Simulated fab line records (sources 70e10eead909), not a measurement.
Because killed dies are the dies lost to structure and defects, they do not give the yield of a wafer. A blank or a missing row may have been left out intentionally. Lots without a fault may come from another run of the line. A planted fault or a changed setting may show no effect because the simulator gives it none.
Comparing a struck lot with a sound one / flow nand-harc / 15 out of 1302 route steps
Sound: wafers L886.1, L886.2, L886.6. Wafers L894.1, L894.2, L894.6 were the ones struck. The cause comes at the end.
Order at every step that has rows: each side's tool, ch and its chambers, its first start. Under that, the readings that differ: sound wafers / struck wafers / difference of the means / sigmas: that difference in standard deviations of wafers without a fault.
alike: readings whose means differ by less than 2 such deviations, and words and numbers that are the same on both sides. not compared: withheld readings, readings that some wafer has no value for, bounds like >300 that may hide the same value, and numbers for which the record gives no deviation and whose values overlap.
A row with sigmas, a row that says differs or no value, or rows on one side alone: a step with any of these is where the two part. When numbers do not overlap yet have no deviation, they are printed without sigmas and do not part them. A reading that every wafer of one side lacks parts them only if that side has two wafers or more.

first, 7 steps without rows for these wafers: NHARC_A_BONDPAD_COAT_33 (time 65 s); NHARC_A_BONDPAD_COAT_03 (resist thk 600 nm); NHARC_A_BONDPAD_SOFTBAKE_04 (time 70 s); NHARC_A_BONDPAD_EBR_05; NHARC_A_BONDPAD_EXPOSE_06 (exposes mask A BPAD); NHARC_A_BONDPAD_PEB_07 (peb time 80 s); NHARC_A_BONDPAD_DEVELOP_08 (time 50 s).
NHARC_A_BONDPAD_CD_MEAS_09: target cd 500 nm.
  sound on cd-sem-03 ch 0, day 24 01:42; struck on cd-sem-03 ch 0, day 28 02:17
  alike: cd-nm
NHARC_A_BONDPAD_OVL_MEAS_35:
  sound on overlay-01, day 24 01:47; struck on overlay-01, day 28 02:23
  alike: overlay-x-nm, overlay-y-nm
then, 1 step without rows for these wafers: NHARC_A_BONDPAD_HARDBAKE_10 (time 65 s).
NHARC_A_BONDPAD_DESCUM_11: chemistry O2, time 3 s.
  sound on rie-diel-09 ch 1,2, day 24 01:55; struck on rie-diel-09 ch 1,2,3, day 28 02:30
  alike: drypump-motor-current-A, oes-product-au, rf-vpp-V, showerhead-plenum-p-Torr, throttle-valve-pct
  not compared: rf-hours-counter-h
NHARC_A_BONDPAD_ETCH_34: etches the open film in N2/H2, target depth 60 nm, overetch 18 nm, time 65.91 s.
  sound on rie-diel-09 ch 0,1,3, day 24 02:01; struck on rie-diel-09 ch 0,2, day 28 02:35
  alike: drypump-motor-current-A, oes-product-au, rf-vpp-V, run-length-s, showerhead-plenum-p-Torr, throttle-valve-pct
  not compared: rf-hours-counter-h
NHARC_A_BONDPAD_ETCH_12: etches the open film in CHF3/O2, target depth 220 nm, time 110 s.
  sound on rie-diel-09 ch 0,1,2, day 24 02:05; struck on rie-diel-09 ch 1,2, day 28 02:41
reading=run-length-s (s); sound=130.5 131.2 131.7; struck=116.7 117.1 116.9; difference=-14.2; sigmas=-23
  alike: drypump-motor-current-A, oes-product-au, rf-vpp-V, showerhead-plenum-p-Torr, throttle-valve-pct
  not compared: rf-hours-counter-h
NHARC_A_BONDPAD_CD_MEAS_13:
  sound on cd-sem-03, day 24 02:13; struck on cd-sem-02, day 28 02:49
  alike: cd-nm
NHARC_END_SORT_01:
  sound on prober-01 ch 0, day 25 05:51; struck on prober-02 ch 0, day 29 10:29
reading=defect-limited-yield (%); sound=90.5 93.5 92.8; struck=0.3 0.7 0.7; difference=-91.7; sigmas=-32
reading=killed-at-array; sound=60 43 47; struck=672 667 669; difference=+619; sigmas=+33
reading=killed-dies; sound=64 44 49; struck=675 672 672; difference=+621; sigmas=+31
  alike: killed-at-other, killed-at-periphery, killed-open, killed-short

WHERE THEY PART
At NHARC_A_BONDPAD_ETCH_12 first; at NHARC_END_SORT_01 last (within this record only).

WHY: what the simulator had put in
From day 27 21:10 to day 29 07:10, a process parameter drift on rie-diel-09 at NHARC_A_BONDPAD_ETCH_12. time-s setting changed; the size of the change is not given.
